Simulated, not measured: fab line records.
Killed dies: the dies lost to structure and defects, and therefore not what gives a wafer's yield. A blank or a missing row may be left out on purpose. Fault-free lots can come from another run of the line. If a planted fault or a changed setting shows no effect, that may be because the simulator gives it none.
fab line records | flow n5-finfet
record: lots: 10 | wafers: 28 | last-day: 17
route steps=1938 shown DUMMY_GATE@233 BEOL_M4@1111
lots untouched by any fault: they come from a run of this same line in which no faults occurred
start-h: start of the lot's first displayed wafer, in hours after the record's first day | wait-h: hours since the lot's step before | " the same as in the row above | L1.1+2: several wafers, shown together as one row | - either no value or no given start | * or withheld: withheld | < > ~ a bound
route shown NAME@n: NAME is a module with steps in the file, n the number in the route of the first one | usual: mean and standard deviation over wafers with no fault | same: alike in all rows | chamber/n: place in a boat | sites: each site's reading | _std_site: standard deviation of those values | _edge_site: inner sites' mean taken away from outer sites' mean | radius-mm: for every site, how far away it sits from the centre of the wafer | mask NAME#n: copy n | behind: the tool/chamber that last shaped the wafer | hold: the reason the lot was held/the length of the hold in hours/how it ended | device: the n, p or np transistor that did not switch | end of line: tests of these same wafers at the route's end | step lacking rows: just its recipe | killed: dies lost to structure and defects at the first sort, not the wafer's yield | map: a wafer's dies, marking killed ones x, the rest . and places with no die _
set.NAME: the setting the step ran with; set.NAME@STEP: the setting that earlier step ran with | model.NAME: the simulator's own value behind a step, which no gauge read
a sample of lots followed through the steps of the route, with each step as a table and each wafer as a row
services: the hour from which a tool's chamber was out of use, counted from the record's first day as start-h (under 0 if before that day), plus the number of hours and why
== steps ==
step: N5_DUMMY_GATE_INSPECT_17
recipe: mode: adi | inspect-instrument: brightfield
usual: raw-defect-count: 211/59
lot.wafer | tool              | chamber | start-h | wait-h | raw-defect-count
L632.1    | defect-inspect-01 | -       | 51.60   | 0.1    | 151
L632.2    | "                 | -       | "       | "      | 182
L632.4    | "                 | -       | "       | "      | 210
L634.1    | defect-inspect-01 | -       | 63.86   | 0.1    | 192
L634.2    | "                 | -       | "       | "      | 225
L634.6    | "                 | -       | "       | "      | 120
L637.1    | defect-inspect-02 | -       | 83.85   | 0.1    | 250
L637.3    | "                 | -       | "       | "      | 137
L637.4    | "                 | -       | "       | "      | 175
L638.2    | defect-inspect-02 | -       | 89.06   | 0.0    | 210
L638.4    | "                 | -       | "       | "      | 153
L638.6    | "                 | -       | "       | "      | 229
L643.1    | defect-inspect-01 | -       | 117.74  | 0.1    | 184
L643.3    | "                 | -       | "       | "      | 101
L645.1    | defect-inspect-01 | -       | 130.69  | 0.1    | 131
L645.3    | "                 | -       | "       | "      | 148
L649.1    | defect-inspect-02 | -       | 153.39  | 0.1    | 236
L649.3    | "                 | -       | "       | "      | 254
L649.6    | "                 | -       | "       | "      | 224
L650.1    | defect-inspect-01 | -       | 160.35  | 0.1    | 228
L650.4    | "                 | -       | "       | "      | 211
L650.6    | "                 | -       | "       | "      | 212
L651.1    | defect-inspect-02 | -       | 165.58  | 0.1    | 251
L651.2    | "                 | -       | "       | "      | 132
L651.3    | "                 | -       | "       | "      | 284
L652.2    | defect-inspect-02 | -       | 173.66  | 0.0    | 219
L652.3    | "                 | -       | "       | "      | 225
L652.6    | "                 | -       | "       | "      | 194
step: N5_DUMMY_GATE_HM_OPEN_21
recipe: chemistry: CH3F/O2 | target: SiNx | target-depth-a: 1200 | Ar_flow_sccm: 150 | CH3F_flow_sccm: 30 | O2_flow_sccm: 23 | time-s: 171.4 | pressure-mtorr: 30 | source-w: 395 | bias-w: 73 | ion-energy-ev: 120.7
usual: CH3F_flow_sccm: 30.01/0.086 | drypump-motor-current-A: 5.5/0.4 | mfc-ar-sccm: 150.0/0.43 | oes-product-au: 0.77/0.074 | rf-fwd-power-W: 393.7/1.2 | rf-vpp-V: 299/3.1 | showerhead-plenum-p-Torr: 2.02/0.065 | throttle-valve-pct: 16.51/0.22
lot.wafer | tool        | chamber | start-h | wait-h | CH3F_flow_sccm | drypump-motor-current-A | mfc-ar-sccm | oes-product-au | rf-fwd-power-W | rf-hours-counter-h | rf-vpp-V | showerhead-plenum-p-Torr | throttle-valve-pct
L632.1    | rie-diel-03 | 0       | 52.26   | 0.0    | 30.04          | 5.3                     | 150.6       | 0.74           | 393.3          | 154                | 308      | 2.10                     | 16.41
L632.2    | "           | 2       | "       | "      | 30.00          | 4.8                     | 150.4       | 0.71           | 393.3          | 218                | 299      | 2.00                     | 16.36
L632.4    | "           | 3       | "       | "      | 30.04          | 5.1                     | 149.5       | 0.88           | 393.3          | 54                 | 297      | 2.05                     | 16.28
L634.1    | rie-diel-06 | 1       | 65.05   | 0.0    | 30.13          | 5.3                     | 149.9       | 0.93           | 393.7          | 26                 | 304      | 2.06                     | 16.42
L634.2    | "           | 0       | "       | "      | 29.94          | 5.5                     | 149.8       | 0.79           | 393.1          | 113                | 294      | 1.96                     | 16.63
L634.6    | "           | 1       | "       | "      | 29.95          | 5.3                     | 150.0       | 0.93           | 392.1          | -                  | 304      | 2.06                     | 16.41
L637.1    | rie-diel-05 | 2       | 85.03   | 0.0    | 30.05          | 6.0                     | 150.4       | 0.69           | 392.7          | 209                | 300      | 2.00                     | 16.75
L637.3    | "           | 3       | "       | "      | 30.17          | 5.4                     | 150.3       | 0.76           | 394.1          | 143                | 299      | 2.11                     | 16.42
L637.4    | "           | 1       | "       | "      | 29.96          | 5.6                     | 150.8       | 0.71           | 394.3          | 221                | 300      | 1.91                     | 16.83
L638.2    | rie-diel-06 | 2       | 89.64   | 0.0    | 30.01          | 5.7                     | 149.5       | 0.77           | 393.4          | 109                | 300      | 1.95                     | 16.74
L638.4    | "           | 3       | "       | "      | 29.99          | 6.8                     | 149.3       | 0.96           | 394.6          | 6                  | 301      | 2.08                     | 16.20
L638.6    | "           | 2       | "       | "      | 29.96          | 5.6                     | 149.4       | 0.78           | 392.9          | -                  | 301      | 1.95                     | 16.74
L643.1    | rie-diel-03 | 3       | 118.52  | 0.0    | 29.99          | 5.1                     | 149.3       | 0.86           | 392.7          | 72                 | 294      | 2.05                     | 16.32
L643.3    | "           | 2       | "       | "      | 29.94          | 4.8                     | 150.6       | 0.70           | 393.2          | 237                | 298      | 2.00                     | 16.37
L645.1    | rie-diel-05 | 1       | 131.66  | 0.0    | 29.99          | 5.6                     | 150.4       | 0.70           | 393.3          | 234                | 300      | 1.91                     | 16.86
L645.3    | "           | 2       | "       | "      | 29.88          | 6.0                     | 150.0       | 0.69           | 391.4          | 222                | 298      | 2.00                     | 16.75
L649.1    | rie-diel-06 | 2       | 154.22  | 0.0    | 30.11          | 5.7                     | 149.5       | 0.75           | 394.2          | 130                | 300      | 1.94                     | 16.77
L649.3    | "           | 1       | "       | "      | 30.27          | 5.4                     | 149.7       | 0.88           | 392.3          | 54                 | 304      | 2.05                     | 16.45
L649.6    | "           | 2       | "       | "      | 30.13          | 5.7                     | 149.4       | 0.74           | 393.9          | -                  | 299      | 1.94                     | 16.77
L650.1    | rie-diel-03 | 3       | 161.03  | 0.0    | 29.96          | 5.1                     | 149.8       | 0.84           | 394.5          | 85                 | 297      | 2.04                     | 16.34
L650.4    | "           | 0       | "       | "      | 30.06          | 5.3                     | 149.4       | 0.71           | 394.9          | 184                | 305      | 2.09                     | 16.45
L650.6    | "           | 3       | "       | "      | 29.89          | 5.1                     | 150.4       | 0.84           | 396.2          | -                  | 295      | 2.04                     | 16.32
L651.1    | rie-diel-03 | 1       | 166.12  | 0.0    | 29.95          | 5.2                     | 150.1       | 0.71           | 394.4          | 197                | 297      | 2.09                     | 16.52
L651.2    | "           | 0       | "       | "      | 30.10          | 5.4                     | 149.9       | 0.71           | 393.2          | 186                | 305      | 2.09                     | 16.46
L651.3    | "           | 3       | "       | "      | 30.08          | 5.1                     | 150.2       | 0.83           | 396.1          | 88                 | 295      | 2.04                     | 16.34
L652.2    | rie-diel-05 | 3       | 174.34  | 0.0    | 29.94          | 5.4                     | 150.3       | 0.74           | 393.0          | 168                | 299      | 2.10                     | 16.46
L652.3    | "           | 0       | "       | "      | 30.02          | 5.3                     | 150.0       | 0.75           | 392.6          | 155                | 297      | 2.03                     | 16.31
L652.6    | "           | 3       | "       | "      | 29.83          | 5.4                     | 150.6       | 0.74           | 393.8          | -                  | 299      | 2.11                     | 16.46
step: N5_DUMMY_GATE_ETCH_23
recipe: chemistry: HBr/Cl2/O2 | HBr_flow_sccm: 150 | Cl2_flow_sccm: 80 | O2_flow_sccm: 12 | bias-w: 102 | target-depth-a: 410 | time-s: 22.3 | target: poly-Si | mask-material: SiO2 | pressure-mtorr: 10 | icp-w: 800
usual: drypump-motor-current-A: 5.5/0.44 | mfc-cl2-sccm: 80.01/0.24 | oes-product-au: 1.004/0.019 | rf-fwd-power-W: 793.5/2.9 | throttle-valve-pct: 37.14/0.19
lot.wafer | tool      | chamber | start-h | wait-h | drypump-motor-current-A | mfc-cl2-sccm | oes-product-au | rf-fwd-power-W | rf-hours-counter-h | throttle-valve-pct
L632.1    | rie-si-02 | 2       | 52.46   | 0.0    | 6.4                     | 79.45        | 1.013          | 794.6          | 1                  | 36.90
L632.2    | "         | 3       | "       | "      | 4.9                     | 80.16        | 0.960          | 787.6          | 39                 | 36.84
L632.4    | "         | 1       | "       | "      | 5.8                     | 80.09        | 1.035          | 797.6          | -                  | 37.17
L634.1    | rie-si-05 | 3       | 65.24   | 0.0    | 5.5                     | 79.99        | 0.999          | 795.4          | 30                 | 36.90
L634.2    | "         | 2       | "       | "      | 6.0                     | 79.78        | 1.008          | 797.1          | 121                | 37.41
L634.6    | "         | 2       | "       | "      | 6.0                     | 80.22        | 1.013          | 797.2          | -                  | 37.41
L637.1    | rie-si-05 | 3       | 85.22   | 0.0    | 5.5                     | 80.59        | 1.016          | 792.7          | 30                 | 36.90
L637.3    | "         | 1       | "       | "      | 5.1                     | 79.64        | 1.021          | 791.7          | 178                | 37.15
L637.4    | "         | 2       | "       | "      | 6.0                     | 79.71        | 1.027          | 793.1          | 121                | 37.42
L638.2    | rie-si-05 | 3       | 89.84   | 0.0    | 5.4                     | 80.41        | 1.014          | 796.0          | 30                 | 36.89
L638.4    | "         | 1       | "       | "      | 5.0                     | 80.06        | 1.008          | 788.8          | 178                | 37.13
L638.6    | "         | 0       | "       | "      | 5.1                     | 79.84        | 1.034          | 796.2          | -                  | 37.34
L643.1    | rie-si-05 | 2       | 118.71  | 0.0    | 6.0                     | 79.94        | 0.763          | 795.4          | 122                | 37.42
L643.3    | "         | 3       | "       | "      | 5.5                     | 79.93        | 0.998          | 795.6          | 31                 | 36.91
L645.1    | rie-si-05 | 1       | 131.86  | 0.0    | 5.1                     | 80.02        | 0.763          | 785.5          | 179                | 37.13
L645.3    | "         | 3       | "       | "      | 5.5                     | 79.87        | 1.013          | 792.2          | 31                 | 36.90
L649.1    | rie-si-06 | 1       | 154.41  | 0.0    | 5.2                     | 80.42        | 0.963          | 793.9          | 76                 | 37.33
L649.3    | "         | 0       | "       | "      | 5.1                     | 80.16        | 1.016          | 788.5          | 30                 | 37.08
L649.6    | "         | 2       | "       | "      | 5.8                     | 80.33        | 1.012          | 792.9          | -                  | 37.08
L650.1    | rie-si-06 | 2       | 161.23  | 0.0    | 5.8                     | 80.15        | 1.017          | 791.6          | 187                | 37.08
L650.4    | "         | 3       | "       | "      | 5.7                     | 79.72        | 1.009          | 796.8          | 78                 | 37.08
L650.6    | "         | 3       | "       | "      | 5.7                     | 79.80        | 1.009          | 794.6          | -                  | 37.09
L651.1    | rie-si-02 | 0       | 166.31  | 0.0    | 4.8                     | 79.85        | 0.993          | 796.6          | 2                  | 37.03
L651.2    | "         | 2       | "       | "      | 6.4                     | 80.28        | 1.000          | 795.1          | 3                  | 36.91
L651.3    | "         | 1       | "       | "      | 5.8                     | 79.60        | 0.989          | 794.3          | 2                  | 37.19
L652.2    | rie-si-06 | 1       | 174.54  | 0.0    | 5.2                     | 80.21        | 0.961          | 790.7          | 76                 | 37.32
L652.3    | "         | 2       | "       | "      | 5.8                     | 79.84        | 1.013          | 789.2          | 187                | 37.09
L652.6    | "         | 1       | "       | "      | 5.2                     | 80.00        | 0.955          | 789.7          | -                  | 37.33
step: N5_DUMMY_GATE_CD_MEAS_24
recipe: target-cd-nm: 15
usual: cd-nm: 15.0/0.31
lot.wafer | tool      | chamber | start-h | wait-h | cd-nm
L632.1    | cd-sem-03 | -       | 52.62   | 0.1    | 14.6
L632.2    | "         | -       | "       | "      | 14.9
L632.4    | "         | -       | "       | "      | 14.7
L634.1    | cd-sem-01 | -       | 65.41   | 0.1    | 15.0
L634.2    | "         | -       | "       | "      | 14.9
L634.6    | "         | -       | "       | "      | 15.4
L637.1    | cd-sem-03 | -       | 85.39   | 0.1    | 14.8
L637.3    | "         | -       | "       | "      | 14.4
L637.4    | "         | -       | "       | "      | 15.0
L638.2    | cd-sem-03 | -       | 90.01   | 0.1    | 15.0
L638.4    | "         | -       | "       | "      | 14.8
L638.6    | "         | -       | "       | "      | 14.9
L643.1    | cd-sem-03 | -       | 118.88  | 0.1    | 15.0
L643.3    | "         | -       | "       | "      | 15.4
L645.1    | cd-sem-02 | -       | 132.02  | 0.1    | 15.5
L645.3    | "         | -       | "       | "      | 14.7
L649.1    | cd-sem-01 | -       | 154.58  | 0.1    | 14.9
L649.3    | "         | -       | "       | "      | 14.8
L649.6    | "         | -       | "       | "      | 14.7
L650.1    | cd-sem-02 | -       | 161.39  | 0.1    | 15.0
L650.4    | "         | -       | "       | "      | 15.3
L650.6    | "         | -       | "       | "      | 15.1
L651.1    | cd-sem-01 | -       | 166.48  | 0.1    | 14.8
L651.2    | "         | -       | "       | "      | 15.1
L651.3    | "         | -       | "       | "      | 14.7
L652.2    | cd-sem-03 | -       | 174.70  | 0.1    | 15.3
L652.3    | "         | -       | "       | "      | 15.5
L652.6    | "         | -       | "       | "      | 15.3
step: N5_BEOL_M4_RC_MEAS_101
usual: DIBL_N: 36.4/1.5 | DIBL_P: 36.4/1.6 | IOFF_N: 0.164/0.025 | IOFF_P: 0.214/0.028 | ION_N: 675/9.9 | ION_P: 463/6.5 | SS_N: 71.5/0.5 | SS_P: 73.3/0.56 | VT_N: 249.2/2.7 | VT_P: -250.1/2.8
lot.wafer | tool      | chamber | start-h | wait-h | DIBL_N[mV/V] | DIBL_P[mV/V] | IOFF_N[nA/um] | IOFF_P[nA/um] | ION_N[uA/um] | ION_P[uA/um] | SS_N[mV/dec] | SS_P[mV/dec] | VT_N[mV] | VT_P[mV]
L632.1    | prober-01 | 0       | 177.93  | 0.0    | 37.4         | 35.4         | 0.145         | 0.213         | 671          | 465          | 70.9         | 73.9         | 251.9    | -249.3
L632.2    | "         | 0       | "       | "      | 38.5         | 37.0         | 0.171         | 0.250         | 678          | 470          | 71.7         | 74.0         | 249.3    | -245.5
L632.4    | "         | 0       | "       | "      | 36.1         | 33.7         | 0.129         | 0.190         | 659          | 459          | 71.3         | 73.2         | 254.3    | -250.1
L634.1    | prober-01 | 0       | 183.12  | 0.0    | 36.4         | 36.9         | 0.153         | 0.173         | 671          | 455          | 71.8         | 73.3         | 248.6    | -253.4
L634.2    | "         | 0       | "       | "      | 34.1         | 34.1         | 0.111         | 0.145         | 657          | 440          | 70.8         | 72.7         | 256.2    | -257.7
L634.6    | "         | 0       | "       | "      | 35.7         | 35.4         | 0.134         | 0.160         | 656          | 447          | 71.7         | 73.6         | 252.8    | -254.4
L637.1    | prober-01 | 0       | 204.93  | 0.0    | 37.0         | 38.9         | 0.179         | 0.242         | 677          | 462          | 72.6         | 72.9         | 247.9    | -251.3
L637.3    | "         | 0       | "       | "      | 37.1         | 39.1         | 0.171         | 0.249         | 676          | 464          | 72.4         | 73.9         | 250.5    | -248.7
L637.4    | "         | 0       | "       | "      | 35.8         | 37.2         | 0.159         | 0.212         | 677          | 466          | 71.5         | 73.1         | 251.4    | -248.6
L638.2    | prober-01 | 0       | 214.72  | 1.1    | 38.0         | 38.1         | 0.188         | 0.232         | 679          | 458          | 71.8         | 73.6         | 246.1    | -248.4
L638.4    | "         | 0       | "       | "      | 39.0         | 39.0         | 0.219         | 0.242         | 694          | 469          | 72.1         | 73.2         | 242.9    | -249.2
L638.6    | "         | 0       | "       | "      | 38.1         | 37.9         | 0.191         | 0.228         | 688          | 466          | 71.2         | 74.3         | 244.9    | -249.0
L643.1    | prober-01 | 0       | 241.19  | 0.0    | 35.2         | 35.1         | 0.135         | 0.173         | 667          | 455          | 70.8         | 72.4         | 254.8    | -255.0
L643.3    | "         | 0       | "       | "      | 33.9         | 34.3         | 0.121         | 0.169         | 661          | 455          | 70.4         | 73.0         | 255.1    | -252.1
L645.1    | prober-01 | 0       | 243.32  | 0.0    | 37.3         | 38.2         | 0.183         | 0.240         | 676          | 466          | 71.6         | 73.3         | 248.2    | -251.5
L645.3    | "         | 0       | "       | "      | 37.9         | 38.8         | 0.203         | 0.244         | 679          | 458          | 72.0         | 73.5         | 248.6    | -246.8
L650.1    | prober-02 | 0       | 274.08  | 0.0    | 35.5         | 36.2         | 0.152         | 0.214         | 684          | 466          | 71.0         | 73.3         | 251.5    | -250.4
L650.4    | "         | 0       | "       | "      | 33.9         | 34.6         | 0.122         | 0.175         | 674          | 464          | 70.9         | 73.0         | 252.6    | -253.9
L650.6    | "         | 0       | "       | "      | 33.8         | 34.8         | 0.130         | 0.185         | 661          | 457          | 71.7         | 72.7         | 251.3    | -253.2
L649.1    | prober-02 | 0       | 276.77  | 0.0    | 36.6         | 36.1         | 0.169         | 0.222         | 680          | 464          | 72.2         | 74.0         | 246.4    | -247.6
L649.3    | "         | 0       | "       | "      | 37.7         | 37.9         | 0.189         | 0.250         | 681          | 469          | 71.9         | 73.8         | 244.4    | -248.1
L649.6    | "         | 0       | "       | "      | 36.6         | 36.4         | 0.160         | 0.222         | 669          | 469          | 72.1         | 74.0         | 248.8    | -249.1
L651.1    | prober-01 | 0       | 288.38  | 0.0    | 37.0         | 37.4         | 0.161         | 0.218         | 674          | 463          | 71.5         | 73.1         | 247.9    | -252.6
L651.2    | "         | 0       | "       | "      | 36.1         | 36.9         | 0.150         | 0.207         | 677          | 464          | 72.0         | 72.8         | 247.4    | -249.7
L651.3    | "         | 0       | "       | "      | 36.7         | 37.4         | 0.152         | 0.208         | 669          | 464          | 71.9         | 73.1         | 248.8    | -250.3
L652.2    | prober-02 | 0       | 291.64  | 0.2    | 35.1         | 34.9         | 0.159         | 0.175         | 681          | 458          | 71.7         | 73.1         | 250.2    | -254.8
L652.3    | "         | 0       | "       | "      | 34.7         | 34.4         | 0.146         | 0.169         | 674          | 457          | 71.1         | 73.1         | 249.3    | -252.5
L652.6    | "         | 0       | "       | "      | 35.5         | 35.5         | 0.157         | 0.187         | 667          | 455          | 71.8         | 72.9         | 249.2    | -254.0
== services ==
tool        | chamber | start-h | hours | kind
rie-si-02   | 0       | 31.16   | -     | clean
rie-si-02   | 0       | 31.16   | -     | consumable-replace:focus-ring
rie-si-02   | 0       | 31.16   | 25.8  | scheduled-down
rie-si-02   | 0       | 31.16   | 25.8  | vent-cycle
rie-diel-05 | 0       | 43.68   | 8.0   | repair
rie-diel-05 | 2       | 47.42   | 1.8   | repair
rie-diel-06 | 3       | 48.93   | -     | clean
rie-diel-06 | 3       | 48.93   | -     | consumable-replace:focus-ring
rie-diel-06 | 3       | 48.93   | 18.6  | scheduled-down
rie-diel-06 | 3       | 48.93   | 18.6  | vent-cycle
rie-si-02   | -       | 54.60   | 2.8   | pm
rie-diel-05 | 2       | 65.70   | 3.1   | repair
rie-si-05   | 2       | 69.49   | 6.8   | repair
rie-si-06   | -       | 80.04   | 28.1  | pm
rie-diel-03 | -       | 95.11   | 2.8   | pm
rie-si-05   | 3       | 102.40  | 6.3   | repair
rie-si-06   | -       | 131.77  | 0.3   | repair
rie-diel-06 | 3       | 158.92  | 1.5   | repair
rie-diel-03 | 2       | 161.17  | -     | clean
rie-diel-03 | 2       | 161.17  | -     | consumable-replace:focus-ring
rie-diel-03 | 2       | 161.17  | 17.2  | scheduled-down
rie-diel-03 | 2       | 161.17  | 17.2  | vent-cycle
== key ==
first-sign: step: N5_DUMMY_GATE_ETCH_23 | reading: oes-product-au | direction: down | sigmas: 13 | usual: 1.004 | struck: 0.763
effect none on later readings
met-at N5_DUMMY_GATE_ETCH_23
struck-lots L643,L645
struck-wafers L643.1,L645.1
not-acting-at N5_DUMMY_GATE_INSPECT_17,N5_DUMMY_GATE_HM_OPEN_21,N5_DUMMY_GATE_CD_MEAS_24
onset-between 89.84 118.71
fault: kind: process-parameter-drift | tool: rie-si-05 | chamber: - | onset-h: 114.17 | steps: N5_DUMMY_GATE_ETCH_23 | channel: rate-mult | offset: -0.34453 | shape: step | end-h: 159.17 | scope: struck-wafers-only
